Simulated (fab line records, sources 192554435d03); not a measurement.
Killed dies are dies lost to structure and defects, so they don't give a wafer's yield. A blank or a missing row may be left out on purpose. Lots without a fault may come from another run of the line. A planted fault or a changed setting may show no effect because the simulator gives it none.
Chamber matching | flow n5_finfet | N5_HKMG_FIN_ETCH_31 on rie_diel-05: 4 sister chambers
The step etches SiARC in CF4, target depth 45.5 nm, time 75.8 s. 14 wafers are shown with their chamber, then 7 later ones without.

WAFERS WITH THEIR CHAMBER
wafer  | chamber | drypump_motor_current_A (A) | throttle_valve_pct (%) | showerhead_plenum_p_Torr (Torr)
L077.3 | 3       | 5.4                         | 15.35                  | 2.10
L077.4 | 0       | 6.4                         | 15.58                  | 2.18
L077.6 | 1       | 6.7                         | 15.20                  | 2.17
L080.1 | 0       | 6.4                         | 15.59                  | 2.17
L080.3 | 1       | 6.7                         | 15.24                  | 2.16
L080.6 | 0       | 6.4                         | 15.60                  | 2.17
L083.1 | 3       | 5.4                         | 15.37                  | 2.09
L083.4 | 2       | 6.3                         | 15.94                  | 2.14
L083.5 | 1       | 6.7                         | 15.22                  | 2.16
L090.1 | 2       | 6.3                         | 15.98                  | 2.14
L090.3 | 1       | 6.7                         | 15.28                  | 2.16
L090.5 | 1       | 6.6                         | 15.26                  | 2.16
L091.1 | 3       | 5.5                         | 15.39                  | 2.09
L091.2 | 2       | 6.3                         | 15.96                  | 2.14

SIGNATURES (means of the wafers above)
reading                  | chamber 0 | chamber 1 | chamber 2 | chamber 3 | scatter within a chamber
drypump_motor_current_A  | 6.400     | 6.680     | 6.300     | 5.433     | 0.0383
throttle_valve_pct       | 15.5900   | 15.2400   | 15.9600   | 15.3700   | 0.0241
showerhead_plenum_p_Torr | 2.1733    | 2.1620    | 2.1400    | 2.0933    | 0.00462
Rule: a wafer's distance from a chamber is the root of the sum, over the readings, of the square of ((its reading less the chamber's mean) divided by the reading's scatter). The wafer belongs to the nearest chamber; if the next one is less than 2 further off, it can't be placed. The scatter: the root of (the sum of the squares of (reading less its chamber's mean) over the shown wafers, divided by (wafers less chambers)).

WAFERS WITHOUT THEIR CHAMBER
wafer  | drypump_motor_current_A (A) | throttle_valve_pct (%) | showerhead_plenum_p_Torr (Torr)
L091.3 | 6.4                         | 15.61                  | 2.17
L092.3 | 6.7                         | 15.27                  | 2.16
L092.5 | 6.4                         | 15.61                  | 2.17
L092.6 | 5.4                         | 15.41                  | 2.09
L096.2 | 6.2                         | 15.98                  | 2.14
L096.4 | 5.5                         | 15.42                  | 2.09
L096.6 | 6.4                         | 15.62                  | 2.17

WHICH CHAMBER EACH WENT THROUGH
wafer  | from the rows above | in truth
L091.3 | 0                   | 0
L092.3 | 1                   | 1
L092.5 | 0                   | 0
L092.6 | 3                   | 3
L096.2 | 2                   | 2
L096.4 | 3                   | 3
L096.6 | 0                   | 0
Placed correctly: 7 of 7. Can't be placed from these rows: 0. Placed wrongly: 0.
